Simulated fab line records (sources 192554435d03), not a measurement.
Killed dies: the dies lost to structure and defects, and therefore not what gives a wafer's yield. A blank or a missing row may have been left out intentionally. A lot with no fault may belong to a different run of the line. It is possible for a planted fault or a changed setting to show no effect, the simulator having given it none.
Struck lot and sound lot, side by side :: flow n5_finfet :: 15 steps out of a route of 1938
Sound: the wafers L227.1, L227.3, L227.6. Wafers struck: L232.1, L232.3, L232.5. At the end, the cause is stated.
Per side, at each step with rows, come the tool, then ch with its chambers, and then its first start. Under that, the readings that differ: sound wafers :: struck wafers :: difference of the means :: sigmas: that difference in standard deviations of wafers without a fault.
alike: readings whose means differ by less than 2 such deviations, and words and numbers that are the same on both sides. not compared: withheld readings, readings that some wafer has no value for, bounds like >300 that may hide the same value, and numbers for which the record gives no deviation and whose values overlap.
The two part at a step that has a row with sigmas, a row that says differs or no value, or rows on one side only. Numbers that don't overlap but have no deviation are shown without sigmas and don't part them. A reading missing from all wafers of one side parts the sides only when that side holds two or more wafers.

first, 1 step without rows for these wafers: N5_BEOL_M14_STRIP_69 (strips in N2/H2).
N5_BEOL_M14_TRENCH_ETCH_34: etches SiO2 in C4F8/O2/Ar, target depth 556.65 nm, time 126.9 s.
  sound on rie_diel-01 ch 1,2,3, day 13 18:01; struck on rie_diel-01 ch 0,1,3, day 14 14:16
  alike: drypump_motor_current_A, oes_f_703_au, oes_product_au, rf_vpp_V, showerhead_plenum_p_Torr, throttle_valve_pct
  not compared: rf_hours_counter_h
then, 1 step without rows for these wafers: N5_BEOL_M14_STRIP_70 (strips in C4F8/O2/Ar).
N5_BEOL_M14_OCD_MEAS_35:
  sound on ocd-01 at day 13 18:11; struck on ocd-02 at day 14 14:25
  alike: trench_depth_nm
N5_BEOL_M14_STRIP_37: strips in O2.
  sound on rie_diel-04 ch 0,1,3, day 13 21:52; struck on rie_diel-01 ch 0,1,2, day 14 15:46
  alike: drypump_motor_current_A, oes_product_au, rf_vpp_V, showerhead_plenum_p_Torr, throttle_valve_pct
  not compared: rf_hours_counter_h
then, 3 steps without rows for these wafers: N5_BEOL_M14_ETCH_38 (etches SiCN in CF4/N2, target depth 106.5 nm, time 120.6 s); N5_BEOL_M14_PRECLEAN_39 (cleans in residue remover, time 60 s); N5_BEOL_M14_SRD_40 (time 30 s, dry time 30 s).
N5_BEOL_M14_DEGAS_41: time 60 s.
  sound on pvd_sputter-03 at day 13 22:25; struck on pvd_sputter-03 at day 14 16:14
  alike: heater_power_w
then, 1 step without rows for these wafers: N5_BEOL_M14_PRE_CLEAN_42 (time 30 s).
N5_BEOL_M14_SPUTTER_43: material TaN, target thk 15 nm, time 24.19 s.
  sound on pvd_sputter-03 at day 13 22:29; struck on pvd_sputter-03 at day 14 16:19
  alike: bias_v, cathode_dc_power_W, throttle_valve_pct
N5_BEOL_M14_SPUTTER_44: material Ta, target thk 15 nm, time 24.19 s.
  sound on pvd_sputter-03 at day 13 22:34; struck on pvd_sputter-03 at day 14 16:24
  alike: bias_v, cathode_dc_power_W, throttle_valve_pct
N5_BEOL_M14_SPUTTER_45: material Cu, target thk 100 nm, time 16.67 s.
  sound on pvd_sputter-03 at day 13 22:39; struck on pvd_sputter-03 at day 14 16:29
reading: cathode_dc_power_W (W)
sound: 25999 25997 25998
struck: 21176 21160 21176
difference: -4827
sigmas: -99 or more
  alike: bias_v, throttle_valve_pct
then, 1 step without rows for these wafers: N5_BEOL_M14_ECD_47 (material Cu, target thk 1248 nm).
N5_PASSIVATION_PROBE_49:
  the record has rows for the struck wafers here (prober-01, day 15 13:52) and none for the sound ones

WHERE THEY PART
Earliest at N5_BEOL_M14_SPUTTER_45; latest, in this record, at N5_PASSIVATION_PROBE_49.

WHY: what the simulator had put in
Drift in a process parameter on pvd_sputter-03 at N5_BEOL_M14_SPUTTER_45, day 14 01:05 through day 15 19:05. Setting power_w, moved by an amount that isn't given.
